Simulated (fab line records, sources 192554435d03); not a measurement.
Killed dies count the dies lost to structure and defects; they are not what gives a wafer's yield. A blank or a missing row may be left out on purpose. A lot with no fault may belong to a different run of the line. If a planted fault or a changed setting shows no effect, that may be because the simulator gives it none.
A lot that was struck, set against a sound lot -- flow n5 finfet -- 15 steps out of a route of 1938
Sound: these wafers, L277.1, L277.5, L277.6. Struck: wafers L270.1, L270.5, L270.6. Last of all comes the cause.
At each step with rows: each side's tool, then ch and its chambers, then its first start. Under that, the readings that differ: sound wafers -- struck wafers -- difference of the means -- sigmas: that difference in standard deviations of wafers without a fault.
alike: a reading whose means differ by less than 2 such deviations, as well as words and numbers matching on both sides. not compared: withheld readings; readings where some wafer has no value; bounds like >300 that might hide an equal value; numbers whose values overlap and for which the record gives no deviation.
A row with sigmas, a row that says differs or no value, or rows on one side alone: a step with any of these is where the two part. When numbers do not overlap yet have no deviation, they are printed without sigmas and do not part them. A reading missing from all wafers of one side parts the sides only when that side holds two or more wafers.

first, 1 step without rows for these wafers: N5_BEOL_M12_STRIP_70 (strips in C4F8/O2/Ar).
N5_BEOL_M12_OCD_MEAS_35:
  sound on ocd-01 at day 17 10:21; struck on ocd-01 at day 15 16:10
  alike: trench depth nm
then, 1 step without rows for these wafers: N5_BEOL_M12_STRIP_37 (strips in N2/H2).
N5_BEOL_M12_ETCH_38: etches SiCN in CF4/N2, target depth 68.7 nm, time 73.4 s.
  sound on rie diel-03 ch 2,3, day 17 12:54; struck on rie diel-01 ch 0,1,2, day 15 17:25
  alike: drypump motor current A, oes product au, rf vpp V, showerhead plenum p Torr, throttle valve pct
  not compared: rf hours counter h
then, 2 steps without rows for these wafers: N5_BEOL_M12_PRECLEAN_39 (cleans in residue remover, time 60 s); N5_BEOL_M12_SRD_40 (time 30 s, dry time 30 s).
N5_BEOL_M12_DEGAS_41: time 60 s.
  sound on pvd sputter-01 at day 17 13:20; struck on pvd sputter-03 at day 15 17:55
  alike: heater power w
then, 1 step without rows for these wafers: N5_BEOL_M12_PRE_CLEAN_42 (time 30 s).
N5_BEOL_M12_SPUTTER_43: material TaN, target thk 15 nm, time 24.19 s.
  sound on pvd sputter-01 at day 17 13:25; struck on pvd sputter-03 at day 15 17:59
  alike: throttle valve pct
N5_BEOL_M12_SPUTTER_44: material Ta, target thk 10 nm, time 16.13 s.
  sound on pvd sputter-01 at day 17 13:30; struck on pvd sputter-03 at day 15 18:04
  alike: throttle valve pct
N5_BEOL_M12_SPUTTER_45: material Cu, target thk 80 nm, time 13.33 s.
  sound on pvd sputter-01 at day 17 13:35; struck on pvd sputter-03 at day 15 18:09
  alike: throttle valve pct
then, 1 step without rows for these wafers: N5_BEOL_M12_ECD_47 (material Cu, target thk 720 nm).
N5_BEOL_M12_ANNEAL_48: time 90 s.
  sound on rtp anneal-01 ch 0, day 17 13:50; struck on rtp anneal-02, day 15 18:25
  no value came back on the struck wafers for anneal temp c (C), anneal temp c max, wafer_temp_C_max; on the sound wafers anneal temp c (C) reads 225.25 224.86 225.11
then, 1 step without rows for these wafers: N5_BEOL_M12_CMP_49 (polishes, stops on SiOC, t overpolish 20.6 s, target thk 320 nm).
N5_PASSIVATION_PROBE_49:
  sound on prober-02 at day 19 02:46; struck on prober-02 at day 17 04:50
  alike: defect limited yield, killed_at_M0_to_M3, killed_at_M4_up, killed at contacts, killed at front end, killed at other, killed dies, killed on rim, killed open, killed short, sort_bin_5_function, sort_bin_6_memory, sort n pass, sort yield pct

## WHERE THEY PART
N5_BEOL_M12_ANNEAL_48 only, going by this record. Later steps at which nothing parts them and some readings are alike: N5_PASSIVATION_PROBE_49.

WHY: the cause the simulator had injected
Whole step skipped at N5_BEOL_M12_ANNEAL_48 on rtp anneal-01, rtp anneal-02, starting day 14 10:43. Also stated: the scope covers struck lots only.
